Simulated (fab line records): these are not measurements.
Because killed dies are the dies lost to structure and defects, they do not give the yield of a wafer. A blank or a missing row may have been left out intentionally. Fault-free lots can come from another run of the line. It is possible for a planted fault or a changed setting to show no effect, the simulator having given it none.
fab line records	flow nand_harc
[record] lots = 6	wafers = 18	last_day = 29
route steps=1302 shown A_STAIRCASE@723 END@1302
lots that met no fault: taken from a fault-free run of the same line
start_h: hours from the record's opening day to when the first of the lot's shown wafers began	wait_h: time in hours since the lot's previous step	" repeats the value in the row above	L1.1+2: a row that stands for several wafers	- no value, or no start was given	* or withheld: withheld	< > ~ a bound
route shown NAME@n: names a module that has steps shown in the file, with the first one's number in the route	usual: mean/standard deviation taken from wafers without a fault	same: alike in all rows	chamber/n: place in a boat	sites: per-site readings	_std_site: the standard deviation of these	_edge_site: mean of outer sites minus mean of inner sites	radius_mm: for every site, how far away it sits from the centre of the wafer	mask NAME#n: copy n	behind: tool/chamber where the wafer was last shaped	hold: what put the lot on hold/how long, in hours/how the hold closed	device: names the non-switching transistor (n, p or np)	end of line: the route-end tests of the same wafers	a step without rows: its recipe alone	killed: the dies lost at the first sort to structure and to defects; this is not the yield of the wafer	map: per-die view of a wafer (x killed, . not killed, _ where there is no die)
set.NAME: the setting as run; set.NAME@STEP: as run at that earlier step	model.NAME: the simulator's own value behind a step, which no gauge read
lots at some steps of the route; a table a step, a row a wafer
services: a tool's chamber out of use, with start hour (start_h, from the record's first day; less than 0 if before it), hours out, and reason
[[steps]]
[step NHARC_A_STAIRCASE_DEHYDRATE_209]
[recipe] temp_c = 150	time_s = 120
[step NHARC_A_STAIRCASE_HMDS_210]
[recipe] time_s = 30
[step NHARC_A_STAIRCASE_COAT_211]
[recipe] spin_rpm = 1200
[step NHARC_A_STAIRCASE_SOFTBAKE_212]
[recipe] temp_c = 135	time_s = 170
[step NHARC_A_STAIRCASE_EBR_213]
[step NHARC_A_STAIRCASE_EXPOSE_214]
[recipe] na = 0.5	dose_mj = 31.26	mask_id = STAIR_3
[step NHARC_A_STAIRCASE_PEB_215]
[recipe] peb_temp_c = 115	peb_time_s = 130
[step NHARC_A_STAIRCASE_DEVELOP_216]
[recipe] time_s = 140
[step NHARC_A_STAIRCASE_HARDBAKE_218]
[recipe] temp_c = 120	time_s = 140
[step NHARC_A_STAIRCASE_DESCUM_219]
[recipe] time_s = 3	o2_flow_sccm = 200	ar_flow_sccm = 0	bias_power_w = 0	chemistry = O2
[usual] chamber_pressure_mTorr = 60.00/0.05	drypump_motor_current_A = 5.8/0.45	oes_product_au = 0.999/0.011	rf_vpp_V = 57.9/0.92	showerhead_plenum_p_Torr = 1.92/0.084	throttle_valve_pct = 11.311/0.0098
[same] bias_power_w = 0
lot.wafer	tool	chamber	start_h	wait_h	chamber_pressure_mTorr	drypump_motor_current_A	oes_product_au	rf_hours_counter_h	rf_vpp_V	showerhead_plenum_p_Torr	throttle_valve_pct
L763.3	rie_diel-13	1	354.22	-	60.04	5.5	1.002	0	59.2	2.08	11.313
L763.2	"	2	"	"	60.03	5.9	1.025	1	58.3	1.93	11.304
L763.1	"	3	"	"	59.94	6.5	0.998	1	57.9	1.80	11.318
L767.1	rie_diel-08	3	396.89	-	59.95	5.5	1.007	4	57.4	1.84	11.322
L767.5	"	1	"	"	59.94	5.9	1.014	-	59.0	1.89	11.310
L767.6	"	2	"	"	60.07	5.4	1.012	-	58.4	1.92	11.298
L770.3	rie_diel-08	0	439.00	-	59.99	5.5	1.000	14	58.2	1.93	11.314
L770.2	"	1	"	"	60.00	5.9	0.994	14	59.1	1.89	11.317
L770.4	"	3	"	"	59.94	5.5	0.998	18	57.2	1.83	11.308
L771.2	rie_diel-08	2	443.89	-	60.05	5.4	1.003	19	58.5	1.91	11.309
L771.3	"	3	"	"	59.89	5.5	0.993	19	57.6	1.83	11.307
L771.5	"	3	"	"	60.00	5.5	0.992	-	56.6	1.83	11.301
L772.1	rie_diel-13	1	469.78	-	60.06	5.5	0.988	41	57.5	2.06	11.303
L772.6	"	2	"	"	60.00	5.9	1.009	-	58.1	1.91	11.326
L772.5	"	3	"	"	59.95	6.6	0.989	-	57.2	1.78	11.305
L774.1	rie_diel-04	3	477.70	-	60.02	6.4	1.003	27	56.4	1.85	11.308
L774.3	"	1	"	"	60.06	4.8	0.984	29	56.8	2.01	11.308
L774.6	"	0	"	"	60.03	6.1	0.982	-	57.7	1.97	11.318
[step NHARC_A_STAIRCASE_TRIM_220]
[recipe] time_s = 211.2	o2_flow_sccm = 500	ar_flow_sccm = 0	bias_w = 0	chemistry = O2
[usual] chamber_pressure_mTorr = 60.00/0.06	drypump_motor_current_A = 5.8/0.45	oes_product_au = 1.001/0.011	rf_vpp_V = 57.8/0.94	showerhead_plenum_p_Torr = 3.54/0.15	throttle_valve_pct = 17.036/0.0092
lot.wafer	tool	chamber	start_h	wait_h	chamber_pressure_mTorr	drypump_motor_current_A	oes_product_au	rf_hours_counter_h	rf_vpp_V	showerhead_plenum_p_Torr	throttle_valve_pct
L763.2	rie_diel-13	2	354.32	0.1	60.09	5.9	1.019	1	56.6	3.55	17.041
L763.1	"	3	"	"	60.13	6.6	0.999	1	56.4	3.33	17.018
L763.3	"	0	"	"	60.02	5.9	1.011	0	59.1	3.43	17.024
L767.1	rie_diel-08	1	396.95	0.1	60.03	5.9	1.000	3	58.4	3.49	17.036
L767.6	"	1	"	"	60.03	5.9	1.006	-	57.2	3.49	17.039
L767.5	"	2	"	"	60.14	5.5	1.004	-	57.1	3.53	17.049
L770.3	rie_diel-08	2	439.10	0.1	59.95	5.5	1.006	18	57.9	3.52	17.050
L770.4	"	3	"	"	60.03	5.5	1.006	18	58.7	3.39	17.037
L770.2	"	0	"	"	59.90	5.6	1.011	14	58.0	3.56	17.025
L771.2	rie_diel-08	2	444.01	0.1	59.96	5.4	0.997	19	59.4	3.52	17.041
L771.3	"	3	"	"	59.97	5.5	0.988	19	57.9	3.39	17.041
L771.5	"	1	"	"	59.97	5.9	0.998	-	58.1	3.49	17.036
L772.1	rie_diel-13	3	469.84	0.1	59.96	6.6	0.995	43	57.9	3.31	17.028
L772.6	"	3	"	"	59.89	6.6	1.001	-	56.4	3.31	17.037
L772.5	"	0	"	"	59.89	5.9	0.991	-	58.3	3.40	17.031
L774.3	rie_diel-04	3	477.78	0.1	59.93	6.4	1.003	27	58.1	3.42	17.049
L774.1	"	1	"	"	60.00	4.8	0.989	29	57.4	3.69	17.032
L774.6	"	3	"	"	60.00	6.3	0.995	-	58.6	3.42	17.030
[step NHARC_A_STAIRCASE_ETCH_221]
[recipe] target_depth_a = 1000	time_s = 40.5	ion_energy_ev = 400	c4f8_flow_sccm = 20	o2_flow_sccm = 10	ar_flow_sccm = withheld	rf_w = 600	bias_w = 1000	chemistry = C4F8/O2
[usual] chamber_pressure_mTorr = 25.00/0.049	oes_product_au = 0.946/0.013	rf_fwd_power_W = 592.6/2.4	rf_vpp_V = 897/5.6	run_length_s = 61.9/0.47
lot.wafer	tool	chamber	start_h	wait_h	chamber_pressure_mTorr	oes_product_au	rf_fwd_power_W	rf_hours_counter_h	rf_vpp_V	run_length_s
L763.3	rie_diel-13	0	354.46	-	25.01	0.965	590.6	1	893	61.9
L763.1	"	1	"	"	25.00	0.938	592.3	1	906	61.6
L763.2	"	3	"	"	25.01	0.942	592.9	1	886	61.8
L767.1	rie_diel-08	2	397.11	-	25.00	0.933	595.5	3	897	62.4
L767.6	"	1	"	"	24.99	0.947	594.5	-	896	62.2
L767.5	"	2	"	"	25.03	0.947	592.3	-	895	62.8
L770.4	rie_diel-08	1	439.25	-	24.98	0.944	-	14	896	45.4
L770.2	"	2	"	"	25.04	0.949	-	18	896	45.7
L770.3	"	3	"	"	25.00	0.963	-	18	892	45.0
L771.2	rie_diel-08	0	444.14	-	24.95	0.957	-	15	896	44.2
L771.3	"	1	"	"	25.00	0.949	-	15	895	45.8
L771.5	"	3	"	"	25.00	0.950	-	-	891	45.2
L772.1	rie_diel-13	2	470.01	-	25.02	0.954	589.8	38	895	62.3
L772.5	"	3	"	"	25.01	0.946	592.2	-	888	61.5
L772.6	"	0	"	"	24.99	0.932	592.3	-	890	61.8
L774.1	rie_diel-04	2	477.99	-	25.01	0.952	593.4	27	905	62.1
L774.3	"	1	"	"	24.95	0.936	590.7	29	902	62.0
L774.6	"	2	"	"	24.99	0.951	594.3	-	905	62.3
[step NHARC_A_STAIRCASE_TRIM_222]
[recipe] time_s = 211.2	o2_flow_sccm = 500	ar_flow_sccm = 0	bias_w = 0	chemistry = O2
[usual] chamber_pressure_mTorr = 60.00/0.058	drypump_motor_current_A = 5.8/0.46	oes_product_au = 1.000/0.01	rf_vpp_V = 57.8/0.85	showerhead_plenum_p_Torr = 3.56/0.15	throttle_valve_pct = 17.036/0.0089
lot.wafer	tool	chamber	start_h	wait_h	chamber_pressure_mTorr	drypump_motor_current_A	oes_product_au	rf_hours_counter_h	rf_vpp_V	showerhead_plenum_p_Torr	throttle_valve_pct
L763.2	rie_diel-13	0	-	-	60.00	5.9	1.003	1	58.6	3.43	17.049
L763.1	"	1	"	"	60.01	5.5	0.993	1	58.0	3.81	17.044
L763.3	"	2	"	"	60.06	5.9	1.021	1	57.1	3.55	17.034
L767.1	rie_diel-08	1	-	-	60.09	5.9	1.010	3	58.7	3.49	17.028
L767.5	"	3	"	"	60.00	5.5	1.006	-	56.8	3.40	17.046
L767.6	"	0	"	"	60.03	5.5	1.015	-	58.5	3.56	17.043
L770.2	rie_diel-08	1	-	-	60.00	5.9	1.001	14	57.3	3.49	17.033
L770.4	"	2	"	"	60.01	5.4	0.998	18	56.8	3.52	17.024
L770.3	"	3	"	"	60.10	5.5	0.998	18	58.3	3.39	17.036
L771.3	rie_diel-08	1	-	-	60.06	5.9	0.990	15	58.2	3.49	17.044
L771.2	"	2	"	"	59.94	5.4	1.009	19	57.1	3.52	17.032
L771.5	"	1	"	"	60.04	5.9	0.992	-	58.0	3.49	17.020
L772.1	rie_diel-13	3	-	-	59.93	6.6	0.995	43	56.8	3.31	17.024
L772.6	"	1	"	"	60.01	5.5	0.997	-	57.8	3.78	17.012
L772.5	"	2	"	"	60.07	5.9	1.014	-	58.4	3.53	17.041
L774.1	rie_diel-04	3	-	-	60.06	6.4	0.998	27	57.6	3.42	17.049
L774.3	"	0	"	"	59.91	6.1	0.980	33	57.1	3.63	17.047
L774.6	"	3	"	"	60.10	6.4	1.006	-	56.8	3.42	17.031
[step NHARC_END_SORT_01]
[recipe] temp_c = 25
[usual] killed_at_array = 55/20	killed_at_other = 1.2/1.3	killed_at_periphery = 4.0/3	killed_dies = 60/21	killed_open = 3.2/1.9	killed_short = 2.5/1.6
[same] gross_dies = 677
lot.wafer	tool	chamber	start_h	wait_h	killed_at_array	killed_at_other	killed_at_periphery	killed_dies	killed_open	killed_short
L770.2	prober-02	0	631.02	2.8	672	2	3	677	1	4
L770.3	prober-02	0	631.83	3.1	671	0	6	677	1	0
L770.4	prober-02	0	632.65	3.4	673	2	2	677	3	3
L771.2	prober-01	0	631.51	2.8	672	0	5	677	0	2
L771.3	prober-01	0	632.31	3.1	671	3	3	677	6	4
L771.5	prober-01	0	633.92	3.7	669	2	6	677	2	2
L772.1	prober-01	0	692.49	2.5	55	2	2	59	2	2
L772.5	prober-01	0	695.64	3.6	44	1	0	45	2	1
L772.6	prober-01	0	696.42	3.9	60	0	1	61	0	2
// killed by level:class
L770.2 A_STAIRCASE:area_etch=587 A_CHANNEL_HOLE_D2:chamber_film_flake=33 A_SLIT:chamber_film_flake=28 A_CHANNEL_HOLE_D1:chamber_film_flake=8 A_SGD_CUT:chamber_film_flake=7 P_M1:chamber_film_flake=3 A_CONTACT:chamber_film_flake=2 THIN_TSV:chamber_film_flake=2
L771.2 A_STAIRCASE:area_etch=622 A_CHANNEL_HOLE_D1:chamber_film_flake=32 A_CHANNEL_HOLE_D2:chamber_film_flake=11 A_CONTACT:chamber_film_flake=3 P_GATE:chamber_film_flake=2 A_SOURCE_PLATE:geometric_particle:short=1 A_CHANNEL_FILL_D1:geometric_particle:short=1 P_ZERO_WELL:chamber_film_flake=1
L770.3 A_STAIRCASE:area_etch=607 A_SLIT:chamber_film_flake=31 A_CHANNEL_HOLE_D2:chamber_film_flake=26 P_M1:chamber_film_flake=6 A_SGD_CUT:chamber_film_flake=5 A_CHANNEL_FILL_D1:geometric_particle:open=1 A_CHANNEL_HOLE_D1:chamber_film_flake=1
L771.3 A_STAIRCASE:area_etch=609 A_CHANNEL_HOLE_D1:chamber_film_flake=34 A_CHANNEL_HOLE_D2:chamber_film_flake=11 A_CONTACT:chamber_film_flake=4 THIN_TSV:chamber_film_flake=3 P_M0:geometric_particle:open=2 A_M0:geometric_particle:open=2 A_STAIRCASE:chamber_film_flake=2
L770.4 A_STAIRCASE:area_etch=606 A_CHANNEL_HOLE_D2:chamber_film_flake=35 A_SLIT:chamber_film_flake=20 A_SGD_CUT:chamber_film_flake=6 THIN_TSV:chamber_film_flake=2 P_CONTACT:geometric_particle:short=1 A_DECK1_JOINT:geometric_particle:short=1 A_ONON_D2:geometric_particle:open=1
L771.5 A_STAIRCASE:area_etch=610 A_CHANNEL_HOLE_D1:chamber_film_flake=30 A_CHANNEL_HOLE_D2:chamber_film_flake=9 A_WL_FILL:chamber_film_flake=6 A_CONTACT:chamber_film_flake=6 P_GATE:chamber_film_flake=3 P_BONDPAD:chamber_film_flake=2 A_CHANNEL_FILL_D1:chamber_film_flake=2
L772.1 A_SLIT:chamber_film_flake=28 A_CHANNEL_HOLE_D2:chamber_film_flake=8 A_STAIRCASE:chamber_film_flake=3 A_WL_FILL:chamber_film_flake=3 A_CONTACT:chamber_film_flake=3 A_CHANNEL_HOLE_D1:chamber_film_flake=2 A_CHANNEL_FILL_D1:chamber_film_flake=2 A_BONDPAD:chamber_film_flake=2
L772.5 A_SLIT:chamber_film_flake=21 A_CHANNEL_HOLE_D2:chamber_film_flake=6 A_BONDPAD:chamber_film_flake=4 A_CHANNEL_HOLE_D1:chamber_film_flake=3 A_CHANNEL_FILL_D1:chamber_film_flake=2 A_STAIRCASE:chamber_film_flake=2 A_CONTACT:chamber_film_flake=2 A_ONON_D1:geometric_particle:open=1
L772.6 A_SLIT:chamber_film_flake=34 A_CHANNEL_HOLE_D2:chamber_film_flake=13 A_CHANNEL_HOLE_D1:chamber_film_flake=2 A_STAIRCASE:chamber_film_flake=2 A_WL_FILL:chamber_film_flake=2 A_CONTACT:chamber_film_flake=2 A_ONON_D2:geometric_particle:short=1 A_CHANNEL_HOLE_D2:geometric_particle:short=1
// map L770.2 (x killed, . not)
____________x____________
_________xxxxxxx_________
_______xxxxxxxxxxx_______
______xxxxxxxxxxxxx______
_____xxxxxxxxxxxxxxx_____
____xxxxxxxxxxxxxxxxx____
____xxxxxxxxxxxxxxxxx____
___xxxxxxxxxxxxxxxxxxx___
___xxxxxxxxxxxxxxxxxxx___
__xxxxxxxxxxxxxxxxxxxxx__
__xxxxxxxxxxxxxxxxxxxxx__
_xxxxxxxxxxxxxxxxxxxxxxx_
_xxxxxxxxxxxxxxxxxxxxxxx_
_xxxxxxxxxxxxxxxxxxxxxxx_
_xxxxxxxxxxxxxxxxxxxxxxx_
_xxxxxxxxxxxxxxxxxxxxxxx_
xxxxxxxxxxxxxxxxxxxxxxxxx
xxxxxxxxxxxxxxxxxxxxxxxxx
xxxxxxxxxxxxxxxxxxxxxxxxx
xxxxxxxxxxxxxxxxxxxxxxxxx
xxxxxxxxxxxxxxxxxxxxxxxxx
_xxxxxxxxxxxxxxxxxxxxxxx_
_xxxxxxxxxxxxxxxxxxxxxxx_
_xxxxxxxxxxxxxxxxxxxxxxx_
_xxxxxxxxxxxxxxxxxxxxxxx_
_xxxxxxxxxxxxxxxxxxxxxxx_
__xxxxxxxxxxxxxxxxxxxxx__
__xxxxxxxxxxxxxxxxxxxxx__
___xxxxxxxxxxxxxxxxxxx___
___xxxxxxxxxxxxxxxxxxx___
____xxxxxxxxxxxxxxxxx____
____xxxxxxxxxxxxxxxxx____
_____xxxxxxxxxxxxxxx_____
______xxxxxxxxxxxxx______
_______xxxxxxxxxxx_______
_________xxxxxxx_________
____________x____________
// map L771.2 (x killed, . not)
____________x____________
_________xxxxxxx_________
_______xxxxxxxxxxx_______
______xxxxxxxxxxxxx______
_____xxxxxxxxxxxxxxx_____
____xxxxxxxxxxxxxxxxx____
____xxxxxxxxxxxxxxxxx____
___xxxxxxxxxxxxxxxxxxx___
___xxxxxxxxxxxxxxxxxxx___
__xxxxxxxxxxxxxxxxxxxxx__
__xxxxxxxxxxxxxxxxxxxxx__
_xxxxxxxxxxxxxxxxxxxxxxx_
_xxxxxxxxxxxxxxxxxxxxxxx_
_xxxxxxxxxxxxxxxxxxxxxxx_
_xxxxxxxxxxxxxxxxxxxxxxx_
_xxxxxxxxxxxxxxxxxxxxxxx_
xxxxxxxxxxxxxxxxxxxxxxxxx
xxxxxxxxxxxxxxxxxxxxxxxxx
xxxxxxxxxxxxxxxxxxxxxxxxx
xxxxxxxxxxxxxxxxxxxxxxxxx
xxxxxxxxxxxxxxxxxxxxxxxxx
_xxxxxxxxxxxxxxxxxxxxxxx_
_xxxxxxxxxxxxxxxxxxxxxxx_
_xxxxxxxxxxxxxxxxxxxxxxx_
_xxxxxxxxxxxxxxxxxxxxxxx_
_xxxxxxxxxxxxxxxxxxxxxxx_
__xxxxxxxxxxxxxxxxxxxxx__
__xxxxxxxxxxxxxxxxxxxxx__
___xxxxxxxxxxxxxxxxxxx___
___xxxxxxxxxxxxxxxxxxx___
____xxxxxxxxxxxxxxxxx____
____xxxxxxxxxxxxxxxxx____
_____xxxxxxxxxxxxxxx_____
______xxxxxxxxxxxxx______
_______xxxxxxxxxxx_______
_________xxxxxxx_________
____________x____________
[[services]]
tool	chamber	start_h	hours	kind
rie_diel-13	-	342.06	9.0	pm
rie_diel-08	0	346.99	-	clean
rie_diel-08	1	346.99	-	clean
rie_diel-08	2	346.99	-	clean
rie_diel-08	3	346.99	-	clean
rie_diel-04	-	356.45	9.0	pm
rie_diel-04	3	366.72	9.6	repair
rie_diel-08	-	368.13	9.0	pm
rie_diel-08	0	368.13	9.0	vent_cycle
rie_diel-08	1	368.13	9.0	vent_cycle
rie_diel-08	2	368.13	9.0	vent_cycle
rie_diel-08	3	368.13	9.0	vent_cycle
rie_diel-04	2	372.79	4.0	repair
rie_diel-08	0	377.13	-	clean
rie_diel-08	1	377.13	-	clean
rie_diel-08	2	377.13	-	clean
rie_diel-08	3	377.13	-	clean
rie_diel-04	3	380.24	6.1	repair
rie_diel-04	1	398.20	6.0	repair
rie_diel-08	0	401.64	-	clean
rie_diel-08	1	401.64	-	clean
rie_diel-08	2	401.64	-	clean
rie_diel-08	3	401.64	-	clean
rie_diel-08	2	464.98	26.5	repair
[[key]]
[first_sign] step = NHARC_A_STAIRCASE_ETCH_221	reading = run_length_s	direction = down	sigmas = 35	usual = *	struck = *
[effect] step = NHARC_END_SORT_01	reading = killed_at_array	direction = up	sigmas = 30	usual = 55	struck = 671
[more_kills_born_at] NHARC_A_STAIRCASE_ETCH_221@rie_diel-08 = 3641
met_at NHARC_A_STAIRCASE_ETCH_221
struck_wafers L770.2,L770.3,L770.4,L771.2,L771.3,L771.5
later_rows_left_out L770.2,L770.3,L770.4,L771.2,L771.3,L771.5
tester_left_out L770,L771
onset_between 397.11 439.25
[fault] kind = process_parameter_drift	tool = rie_diel-08	chamber = -	onset_h = 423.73	steps = NHARC_A_STAIRCASE_ETCH_221	channel = time_s	offset = *	shape = step	end_h = 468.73	acts_in = *	stated = *
// tester_left_out: of these lots the tester's yield and bins aren't shown, on N5 and GAA mostly nor the transistor test; their killed dies are dies lost to structure and defects alone, not to doping, threshold or leakage, so they don't give the yield
// later_rows_left_out: the simulator's readings of these wafers behind a module that went badly wrong aren't trusted and aren't shown, but for the sort
